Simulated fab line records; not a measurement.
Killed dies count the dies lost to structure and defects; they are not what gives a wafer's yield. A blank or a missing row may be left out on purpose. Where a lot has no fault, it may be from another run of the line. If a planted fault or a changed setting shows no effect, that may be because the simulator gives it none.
A lot that was struck, set against a sound lot / flow nand-harc / 25 out of 1159 route steps
Sound: these wafers, L352.1, L352.4, L352.5. Struck: wafer L357.2 (L357.4, L357.5, from the same lot, were not struck and are left out); the cause is given at the end.
For every step that has rows: the tool of each side, followed by ch and its chambers, followed by its first start. Under that, the readings that differ: sound wafers / struck wafers / difference of the means / sigmas: that difference in standard deviations of wafers without a fault.
alike: words and numbers the same on both sides, and readings whose means are apart by under 2 such deviations; not compared: readings that were withheld, readings missing a value for some wafer, numbers with overlapping values and no deviation given by the record, and bounds like >300 which may hide the same value.
A row with sigmas, a row that says differs or no value, or rows on one side alone: a step with any of these is where the two part. When numbers do not overlap yet have no deviation, they are printed without sigmas and do not part them. Lack of a reading on every wafer of one side parts them only where that side has two or more wafers.

first, 4 steps without rows for these wafers: NHARC_P_GATE_PRECLEAN_71 (cleans in SC1); NHARC_P_GATE_SRD_72; NHARC_P_GATE_OXIDE_16 (material SiO2, target thk 3 nm, ox time 392 s); NHARC_P_GATE_CVD_17 (deposits poly-Si, target thk 150 nm, time 900 s).
NHARC_P_GATE_HM_DEP_102: deposits aC, target thk 120 nm.
  sound on acl-dep-01 ch 0, day 6 05:47; struck on acl-dep-03 ch 0, day 7 22:04
  alike: throttle-valve-pct
NHARC_P_GATE_DEP_103: deposits SiON, target thk 30 nm.
  sound on pecvd-01 ch 0,1, day 6 06:31; struck on pecvd-01 ch 1, day 7 22:38
  alike: heater-power-w
then, 6 steps without rows for these wafers: NHARC_P_GATE_DEHYDRATE_18 (time 120 s); NHARC_P_GATE_HMDS_19 (time 30 s); NHARC_P_GATE_COAT_20 (resist thk 90 nm); NHARC_P_GATE_SOFTBAKE_21 (time 55 s); NHARC_P_GATE_EBR_22; NHARC_P_GATE_EXPOSE_23 (exposes mask P GATE, target cd 120 nm).
NHARC_P_GATE_PEB_24: peb time 65 s.
  sound on litho-track-04 ch 0, day 6 07:04; struck on litho-track-01 ch 0, day 7 23:14
then, 1 step without rows for these wafers: NHARC_P_GATE_DEVELOP_25 (develop time 35 s).
NHARC_P_GATE_CD_MEAS_26: the cd target is 120 nm.
  sound on cd-sem-03 ch 0, day 6 07:08; struck on cd-sem-03 ch 0
reading=cd-nm (nm); sound=120.1 120.3 119.7; struck=116.3; difference=-3.7; sigmas=-7
  not compared: hold
NHARC_P_GATE_OVL_MEAS_27:
  sound on overlay-02, day 6 07:14; struck on overlay-01, day 8 00:55
reading=hold; sound=- - -; struck=await-dispo/1.3h/release; difference=no value on the sound wafers; sigmas=
  alike: overlay-x-nm, overlay-y-nm
NHARC_P_GATE_INSPECT_28:
  sound on defect-inspect-02, day 6 07:16; struck on defect-inspect-01, day 8 00:58
  alike: raw-defect-count
NHARC_P_GATE_DESCUM_31: chemistry O2, time 3 s.
  sound on rie-diel-02 ch 2,3, day 6 07:21; struck on rie-diel-02 ch 2, day 8 01:04
reading=model.P_GATE.cd-nm (nm); sound=120 120.2 120.2; struck=116.8; difference=-3.3; sigmas=
  alike: drypump-motor-current-A, oes-product-au, rf-vpp-V, showerhead-plenum-p-Torr, throttle-valve-pct
  not compared: rf-hours-counter-h
then, 1 step without rows for these wafers: NHARC_P_GATE_ETCH_104 (etches the open film in CF4/CHF3, target depth 60 nm).
NHARC_P_GATE_HM_OPEN_105: chemistry O2/COS, target depth 360 nm.
  sound: rie-diel-02 ch 1,2; struck: rie-diel-02 ch 0
  alike: drypump-motor-current-A, oes-product-au, rf-vpp-V, showerhead-plenum-p-Torr, throttle-valve-pct
  not compared: rf-hours-counter-h
then, 1 step without rows for these wafers: NHARC_P_GATE_STRIP_106 (strips in O2/COS).
NHARC_P_GATE_ETCH_114: etches the open film in CF4/O2, target depth 30 nm, overetch 3 nm, time 16.5 s.
  sound: rie-diel-02 ch 1,2; struck: rie-diel-02 ch 3
reading=oes-product-au (a.u.); sound=0.999 1.000 1.005; struck=0.979; difference=-0.022; sigmas=-3
  alike: cf4-flow-sccm, drypump-motor-current-A, rf-vpp-V, showerhead-plenum-p-Torr, throttle-valve-pct
  not compared: rf-hours-counter-h
NHARC_P_GATE_ETCH_32: etches the open film in HBr/Cl2, target depth 150 nm, time 100.1 s.
  sound on rie-si-04 ch 0,1, day 6 07:56; struck on rie-si-04 ch 2, day 8 01:38
reading=drypump-motor-current-A (A); sound=5.6 5.4 5.3; struck=6.2; difference=+0.8; sigmas=+2
reading=model.P_GATE.cd-nm (nm); sound=121.4 122.9 121.8; struck=116.7; difference=-5.3; sigmas=
  alike: oes-product-au, throttle-valve-pct
  not compared: rf-hours-counter-h
NHARC_P_GATE_STRIP_108: strips in O2.
  sound on rie-diel-12 ch 1,3, day 6 08:06; struck on rie-diel-01 ch 2, day 8 01:49
reading=throttle-valve-pct (%); sound=17.047 17.036 17.037; struck=17.060; difference=+0.020; sigmas=+2
  alike: drypump-motor-current-A, oes-product-au, rf-vpp-V, showerhead-plenum-p-Torr
  not compared: rf-hours-counter-h
after that, 1 step had no rows for these wafers: NHARC_END_SORT_01.

## WHERE THEY PART
Last at NHARC_P_GATE_STRIP_108 as far as this record goes, first at NHARC_P_GATE_CD_MEAS_26.

WHY: what the simulator had put in
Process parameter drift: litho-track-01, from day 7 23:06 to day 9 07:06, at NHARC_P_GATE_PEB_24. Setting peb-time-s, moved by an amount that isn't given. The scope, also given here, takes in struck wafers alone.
